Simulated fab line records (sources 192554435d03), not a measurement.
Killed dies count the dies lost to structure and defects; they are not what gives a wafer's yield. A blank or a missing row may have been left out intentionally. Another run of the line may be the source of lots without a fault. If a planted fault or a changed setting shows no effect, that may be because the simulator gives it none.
Split-lot study    flow n5 finfet    route with 1938 steps; 7 lots, 39 wafers read

## ABOUT THE SPLIT
At N5_HKMG_FIN_ETCH_35 (etches SOC in N2/H2, target depth 215.8 nm, time 243.4 s), the setting bias w was moved away from the recipe's 5 W on 12 of the 39 wafers read, by -18.5% to +16.8%. This setting was run at the recipe's value on the other wafers.

The reading is taken at the split's own step.

## THE READING
rf vpp V, in V, at N5_HKMG_FIN_ETCH_35 (etches SOC in N2/H2, target depth 215.8 nm, time 243.4 s). Typical for fault-free wafers on this fab line: 141.6 V, with standard deviation 1.1 V.

wafer   tool, chamber at the split  bias w as run, W  against the recipe  rf vpp V, V  against lot-mates on the recipe
L077.1  rie diel-03, 0              5                 recipe              142.8        -
L077.2  rie diel-03, 1              5.841             +16.8%              156.8        +14.0
L077.3  rie diel-03, 2              5                 recipe              143.7        -
L077.4  rie diel-03, 3              5.841             +16.8%              157.5        +14.7
L077.5  rie diel-03, 2              5                 recipe              141.8        -
L077.6  rie diel-03, 1              5.841             +16.8%              155.8        +13.0
L080.1  rie diel-05, 0              5                 recipe              141.0        -
L080.2  rie diel-05, 1              5                 recipe              141.7        -
L080.5  rie diel-05, 0              5                 recipe              140.7        -
L088.1  rie diel-03, 1              5                 recipe              140.7        -
L088.2  rie diel-03, 3              5                 recipe              141.9        -
L088.3  rie diel-03, 2              5                 recipe              140.6        -
L088.4  rie diel-03, 0              5                 recipe              140.5        -
L088.5  rie diel-03, 2              5                 recipe              142.0        -
L088.6  rie diel-03, 3              5                 recipe              141.8        -
L090.1  rie diel-04, 0              4.655             -6.9%               135.7        -6.0
L090.2  rie diel-04, 1              4.655             -6.9%               134.8        -6.9
L090.3  rie diel-04, 3              4.655             -6.9%               134.1        -7.6
L090.4  rie diel-04, 3              5                 recipe              139.2        -
L090.5  rie diel-04, 1              5                 recipe              142.8        -
L090.6  rie diel-04, 0              5                 recipe              143.2        -
L092.1  rie diel-04, 2              5                 recipe              141.8        -
L092.2  rie diel-04, 1              5                 recipe              140.9        -
L092.3  rie diel-04, 3              5                 recipe              140.0        -
L092.4  rie diel-04, 2              4.077             -18.5%              124.8        -16.1
L092.5  rie diel-04, 1              4.077             -18.5%              125.4        -15.5
L092.6  rie diel-04, 3              4.077             -18.5%              124.1        -16.8
L093.1  rie diel-05, 0              5                 recipe              141.3        -
L093.2  rie diel-05, 2              5                 recipe              140.9        -
L093.3  rie diel-05, 3              5                 recipe              143.6        -
L093.4  rie diel-05, 3              5                 recipe              140.7        -
L093.5  rie diel-05, 2              5                 recipe              141.4        -
L093.6  rie diel-05, 0              5                 recipe              141.4        -
L094.1  rie diel-03, 3              5.544             +10.9%              151.4        +10.0
L094.2  rie diel-03, 0              5                 recipe              141.2        -
L094.3  rie diel-03, 2              5.544             +10.9%              153.8        +12.4
L094.4  rie diel-03, 1              5.544             +10.9%              151.7        +10.3
L094.5  rie diel-03, 1              5                 recipe              140.5        -
L094.6  rie diel-03, 0              5                 recipe              142.5        -

FIT RESULTS
A straight line over all 39 wafers: rf vpp V changes by +0.922 V for each +1% of bias w; r = +0.99; the points scatter about the line by 1 V.
The same after taking each lot's own level away (the mean of its wafers on the recipe; 39 wafers): +0.884 V for each +1%; r = +0.99; scatter 1 V.
On that fit, the largest move of bias w shifts the reading by 16 V.
Across the lots, their own levels run from 140.90 to 142.77 V, a range of 1.7 times the standard deviation given above.
Consequently the slope shifts little with the lot-to-lot level, the two slopes agreeing.
Check: -16.4 V against its lot-mates is what the line predicts for one of the wafers moved furthest among these (-18.5%) when that wafer is left out of the fit. It came out at -16.1 V against them.
Tool readings at the split's step, against how far the setting was moved: rf vpp V r = +0.99.

## THESE WAFERS: OTHER SPLITS
Note: prior to the reading, these wafers also went through further splits. Each is held against what the fit with the lots' levels taken away leaves over:
other split on the same wafers              wafers away from the commonest value  r with rf vpp V (lot level and that fit taken away)
N5_STI_FIN_REVEAL_RECESS_09 target depth a  9                                     +0.10
N5_DUMMY_GATE_ETCH_31 target depth a        15                                    +0.10
N5_DUMMY_GATE_ETCH_32 time s                15                                    -0.20
N5_DUMMY_GATE_ETCH_42 bias w                18                                    +0.13

## THE WHOLE CHAIN: every reading that the file lists as answering this split, in the file's order
step                  what it does                                              reading                                                                          change (the file's fit)                r (the file's)
N5_HKMG_FIN_ETCH_35   etches SOC in N2/H2, target depth 215.8 nm, time 243.4 s  rf vpp V                                                                         +0.883 V for each +1% of the setting   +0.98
N5_HKMG_FIN_ETCH_35   etches SOC in N2/H2, target depth 215.8 nm, time 243.4 s  SOC_of_HKMG_FIN_COAT_29.thk nm (the simulator's own value, which no gauge read)  -0.93 nm for each +1% of the setting   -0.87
N5_HKMG_FIN_ETCH_35   etches SOC in N2/H2, target depth 215.8 nm, time 243.4 s  HKMG_FIN.feature depth nm (the simulator's own value, which no gauge read)       +0.911 nm for each +1% of the setting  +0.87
N5_HKMG_FIN_ETCH_35   etches SOC in N2/H2, target depth 215.8 nm, time 243.4 s  etch.depth nm (the simulator's own value, which no gauge read)                   +0.913 nm for each +1% of the setting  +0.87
N5_HKMG_FIN_STRIP_92  strips SOC in N2/H2, time 20 s                            SOC_of_HKMG_FIN_COAT_29.thk nm (the simulator's own value, which no gauge read)  -0.924 nm for each +1% of the setting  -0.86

## THE FILE'S OWN FIT
rf vpp V changes by +0.883 V for each +1% of bias w, r = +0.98.
